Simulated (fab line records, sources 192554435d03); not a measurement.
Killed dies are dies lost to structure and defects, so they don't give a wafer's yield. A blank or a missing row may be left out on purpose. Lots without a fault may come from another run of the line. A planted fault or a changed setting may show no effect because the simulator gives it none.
Chamber matching | flow n5_finfet | N5_BEOL_M10_DEP_56 on pecvd-01: 3 sister chambers
The step deposits SiCN from 3MS/NH3, target thk 15 nm, time 26.5 s. 22 wafers are shown with their chamber, then 11 later ones without.

WAFERS WITH THEIR CHAMBER
wafer  | chamber | showerhead_plenum_p_Torr (Torr) | throttle_valve_pct (%)
L074.1 | 2       | 3.644                           | 8.0
L074.4 | 2       | 3.646                           | 8.5
L074.6 | 1       | 3.661                           | 9.1
L079.1 | 1       | 3.663                           | 9.3
L079.4 | 2       | 3.645                           | 8.2
L079.6 | 1       | 3.655                           | 9.1
L080.2 | 2       | 3.650                           | 8.7
L080.3 | 0       | 3.684                           | 9.3
L080.4 | 2       | 3.650                           | 8.1
L082.3 | 1       | 3.669                           | 9.1
L082.4 | 2       | 3.639                           | 8.3
L082.6 | 1       | 3.659                           | 9.2
L081.3 | 0       | 3.690                           | 9.1
L081.4 | 2       | 3.638                           | 8.1
L081.6 | 1       | 3.664                           | 9.4
L084.1 | 1       | 3.660                           | 9.1
L084.3 | 0       | 3.691                           | 9.3
L084.5 | 0       | 3.687                           | 9.4
L086.1 | 0       | 3.695                           | 9.8
L086.2 | 1       | 3.668                           | 9.1
L086.3 | 2       | 3.655                           | 8.0
L085.2 | 2       | 3.652                           | 8.2

SIGNATURES (means of the wafers above)
reading                  | chamber 0 | chamber 1 | chamber 2 | scatter within a chamber
showerhead_plenum_p_Torr | 3.68940   | 3.66237   | 3.64656   | 0.00505
throttle_valve_pct       | 9.380     | 9.175     | 8.233     | 0.206
Rule: a wafer's distance from a chamber is the root of the sum, over the readings, of the square of ((its reading less the chamber's mean) divided by the reading's scatter). The wafer belongs to the nearest chamber; if the next one is less than 2 further off, it can't be placed. The scatter: the root of (the sum of the squares of (reading less its chamber's mean) over the shown wafers, divided by (wafers less chambers)).

WAFERS WITHOUT THEIR CHAMBER
wafer  | showerhead_plenum_p_Torr (Torr) | throttle_valve_pct (%)
L085.4 | 3.637                           | 8.3
L085.6 | 3.683                           | 9.2
L090.1 | 3.692                           | 9.4
L090.5 | 3.650                           | 8.1
L090.6 | 3.663                           | 9.3
L092.2 | 3.689                           | 9.5
L092.4 | 3.683                           | 9.2
L092.5 | 3.657                           | 9.2
L093.2 | 3.697                           | 9.4
L093.4 | 3.692                           | 9.2
L093.6 | 3.649                           | 8.3

WHICH CHAMBER EACH WENT THROUGH
wafer  | from the rows above | in truth
L085.4 | 2                   | 2
L085.6 | 0                   | 0
L090.1 | 0                   | 0
L090.5 | 2                   | 2
L090.6 | 1                   | 1
L092.2 | 0                   | 0
L092.4 | 0                   | 0
L092.5 | 1                   | 1
L093.2 | 0                   | 0
L093.4 | 0                   | 0
L093.6 | 2                   | 2
Placed correctly: 11 of 11. Can't be placed from these rows: 0. Placed wrongly: 0.
